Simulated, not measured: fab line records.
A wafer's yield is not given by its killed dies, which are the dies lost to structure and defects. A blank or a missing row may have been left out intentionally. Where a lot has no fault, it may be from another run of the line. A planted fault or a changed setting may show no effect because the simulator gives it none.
A lot that was struck, set against a sound lot    flow n5_finfet    14 out of 1938 route steps
Sound: wafers L985.2, L985.5, L985.6. Struck: wafers L994.2, L994.4, L994.5. The cause is given at the end.
Each step with rows lists, per side, the tool, then ch with its chambers, then its first start. Under that, the readings that differ: sound wafers    struck wafers    difference of the means    sigmas: that difference in standard deviations of wafers without a fault.
alike: readings with means less than 2 such deviations apart, plus words and numbers identical on both sides. not compared: withheld readings, readings lacking a value on some wafer, bounds such as >300 that could conceal the same value, and numbers that have no deviation in the record and whose values overlap.
Wherever a step has rows on one side only, a row that says differs or no value, or a row with sigmas, the two part there. Numbers that have no deviation but don't overlap get no sigmas and don't part them. Lack of a reading on every wafer of one side parts them only where that side has two or more wafers.

first, 1 step without rows for these wafers: N5_GATE_CUT_VAPOR_ETCH_60 (etches HfO2 in BCl3/Cl2).
N5_GATE_CUT_ETCH_58: etches SiNx in CH3F/O2, target depth 17 nm, time 128.6 s.
  sound on rie_diel-04 ch 0,3, day 5 11:17; struck on rie_diel-03 ch 0,1, day 7 15:51
  alike: CH3F_flow_sccm, drypump_motor_current_A, oes_product_au, rf_vpp_V, showerhead_plenum_p_Torr, throttle_valve_pct
  not compared: rf_hours_counter_h
N5_GATE_CUT_STRIP_59: strips in N2/H2, time 20 s.
  sound on rie_diel-04 ch 0,3, day 5 11:24; struck on rie_diel-03 ch 0,1, day 7 15:57
  alike: drypump_motor_current_A, oes_product_au, rf_vpp_V, showerhead_plenum_p_Torr, throttle_valve_pct
  not compared: rf_hours_counter_h
then, 2 steps without rows for these wafers: N5_GATE_CUT_PRECLEAN_31 (cleans in DIW, time 300 s); N5_GATE_CUT_SRD_32 (time 30 s).
N5_GATE_CUT_SAC_CAP_01: material SiNx, target thk 24 nm, pulse time 1 s, ald cycles 480.
  sound on ald_sin-02 ch 2,3, day 5 11:37; struck on ald_sin-02 ch 0,2,3, day 7 16:10
  alike: heater_power_w, precursor_pulse_height_rel
then, 1 step without rows for these wafers: N5_GATE_CUT_PECVD_57 (deposits SiNx from SiH4/NH3/N2, target thk 21 nm).
N5_GATE_CUT_CMP_02: polishes, stops on SiO2, t overpolish 12.7 s, target thk 0 nm.
  sound on cmp-03 ch 0,1,3, day 5 13:58; struck on cmp-03 ch 0,2,3, day 7 18:26
  alike: motor_current_A, overpolish_run_s, slurry_flow_ml_min, time_to_endpoint_s
N5_GATE_CUT_HM_DEP_46: deposits SiO2 from TEOS/O2, target thk 130 nm, time 26.6 s.
  sound on pecvd-04 ch 1,2, day 5 14:13; struck on pecvd-02 ch 1,2, day 7 18:46
reading             sound        struck       difference  sigmas
heater_power_w (W)  766 756 787  481 475 501  -284        -3
  alike: showerhead_plenum_p_Torr, throttle_valve_pct
then, 2 steps without rows for these wafers: N5_GATE_CUT_COAT_34 (time 60 s, resist thk 60 nm); N5_GATE_CUT_COAT_35 (time 60 s, resist thk 10 nm).
N5_GATE_CUT_COAT_27: time 60 s, resist thk 10 nm.
  sound on litho_track-02 ch 0, day 5 14:18; struck on litho_track-02 ch 0, day 7 18:51
reading                   sound                 struck                difference  sigmas
heater_power_total_W (W)  391.3 393.0 394.0     401.0 402.4 402.4     +9.2        +7
plate_temp_C (C)          204.95 204.61 204.77  209.73 209.55 209.54  +4.83       +28
  alike: spin_speed_rpm
then, 1 step without rows for these wafers: N5_GATE_CUT_COAT_07 (resist thk 30 nm).
-- record jumps: 4 days separate the struck wafers' starts on either side; left off in module GATE_CUT, taken up again in module BEOL_M4, whose first shown step is the route's number 1111 --
N5_BEOL_M4_RC_MEAS_101:
  sound on prober-02 ch 0, day 9 11:02; struck on prober-01 ch 0, day 11 10:16
reading    sound                 struck                difference  sigmas
VT_P (mV)  -255.2 -252.0 -254.4  -247.1 -247.1 -248.3  +6.4        +2
  alike: DIBL_N, DIBL_P, IOFF_N, IOFF_P, ION_N, ION_P, SS_N, SS_P, VT_N

== WHERE THEY PART ==
At N5_GATE_CUT_HM_DEP_46 first; at N5_BEOL_M4_RC_MEAS_101 last (within this record only).

WHY: what the simulator had put in
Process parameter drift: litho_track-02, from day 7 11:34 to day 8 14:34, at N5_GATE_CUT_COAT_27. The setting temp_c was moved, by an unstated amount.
